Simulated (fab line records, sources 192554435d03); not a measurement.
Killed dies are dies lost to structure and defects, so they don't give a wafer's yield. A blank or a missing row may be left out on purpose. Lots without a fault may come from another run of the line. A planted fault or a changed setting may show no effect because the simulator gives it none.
Chamber matching | flow n5_finfet | N5_BEOL_M6_DESCUM_33 on rie_diel-05: 4 sister chambers
The step chemistry O2, time 7 s. 8 wafers are shown with their chamber, then 12 later ones without.

WAFERS WITH THEIR CHAMBER
wafer  | chamber | showerhead_plenum_p_Torr (Torr) | throttle_valve_pct (%)
L085.2 | 2       | 2.08                            | 20.14
L085.3 | 0       | 2.19                            | 20.16
L085.6 | 2       | 2.08                            | 20.14
L091.3 | 1       | 2.20                            | 20.66
L091.4 | 1       | 2.20                            | 20.67
L090.2 | 3       | 2.23                            | 20.52
L090.3 | 0       | 2.19                            | 20.20
L090.6 | 3       | 2.22                            | 20.52

WAFERS WITHOUT THEIR CHAMBER
wafer  | showerhead_plenum_p_Torr (Torr) | throttle_valve_pct (%)
L093.1 | 2.07                            | 20.20
L093.3 | 2.22                            | 20.52
L093.6 | 2.07                            | 20.18
L094.1 | 2.20                            | 20.69
L094.3 | 2.19                            | 20.21
L094.4 | 2.22                            | 20.51
L095.1 | 2.20                            | 20.69
L095.3 | 2.22                            | 20.55
L095.6 | 2.07                            | 20.19
L097.2 | 2.18                            | 20.21
L097.3 | 2.07                            | 20.20
L097.6 | 2.07                            | 20.21

WHICH CHAMBER EACH WENT THROUGH
wafer  | from the rows above | in truth
L093.1 | 2                   | 2
L093.3 | 3                   | 3
L093.6 | 2                   | 2
L094.1 | 1                   | 1
L094.3 | 0                   | 0
L094.4 | 3                   | 3
L095.1 | 1                   | 1
L095.3 | 3                   | 3
L095.6 | 2                   | 2
L097.2 | 0                   | 0
L097.3 | 2                   | 2
L097.6 | 2                   | 2
Placed correctly: 12 of 12. Can't be placed from these rows: 0. Placed wrongly: 0.
How it was worked out, from the rows above alone: a wafer's distance from a chamber is the root of the sum, over the readings, of the square of ((its reading less the chamber's mean) divided by the reading's scatter). The wafer belongs to the nearest chamber; if the next one is less than 2 further off, it can't be placed. A chamber's mean is the mean of its shown wafers. The scatter: the root of (the sum of the squares of (reading less its chamber's mean) over the shown wafers, divided by (wafers less chambers)).
